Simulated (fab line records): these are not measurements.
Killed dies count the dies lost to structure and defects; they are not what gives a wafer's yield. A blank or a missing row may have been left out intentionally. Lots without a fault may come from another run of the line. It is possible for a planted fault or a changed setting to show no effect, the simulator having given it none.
2 desks looking at one fault :: flow n5_finfet :: every desk sees just its own numbers, and what lay behind them comes last

## TOOL OWNER'S DESK, litho_track-02
The tool's own readings at N5_BEOL_M10_DEVELOP_10 (develop time 30 s): means of the sampled wafers that have a number, for each lot that ran on this tool. The brackets show how far a lot's mean lies from the usual mean; more than 4 standard deviations puts the lot out of limits, marked OUT.
Columns: A = chill_plate_temp_C at N5_BEOL_M10_DEVELOP_10, usual 23.01 C
lot: L231
first seen here: day 15 09:22
A: 22.98
This desk's finding: nothing out of limits on the one lot.

## METROLOGY DESK
Means of the sampled wafers that have a number, per lot and without regard to the tool the lot ran on: this is what the gauges read. The brackets show how far a lot's mean lies from the usual mean; more than 4 standard deviations puts the lot out of limits, marked OUT.
Columns: A = M10_ILD_THK at N5_BEOL_M10_THK_MEAS_01, usual 267 nm; B = cd_nm at N5_BEOL_M10_CD_MEAS_11, usual 63.8 nm
lot: L217
first seen here: day 10 15:44
A: 266
B: 64.7

lot: L226
first seen here: day 13 04:49
A: 264
B: -

lot: L228
first seen here: day 14 02:58
A: 265
B: -

lot: L232
first seen here: day 14 20:00
A: 267
B: 64.3

lot: L231
first seen here: day 15 07:46
A: 266
B: 63.4

lot: L234
first seen here: day 16 00:23
A: 271
B: 63.7
This desk found nothing out of limits on any of the 6 lots.

## PUT TOGETHER
The tool owner's desk saw nothing out of limits.
Nothing out of limits was seen by the metrology desk.

## WHAT WAS PUT IN BY THE SIMULATOR
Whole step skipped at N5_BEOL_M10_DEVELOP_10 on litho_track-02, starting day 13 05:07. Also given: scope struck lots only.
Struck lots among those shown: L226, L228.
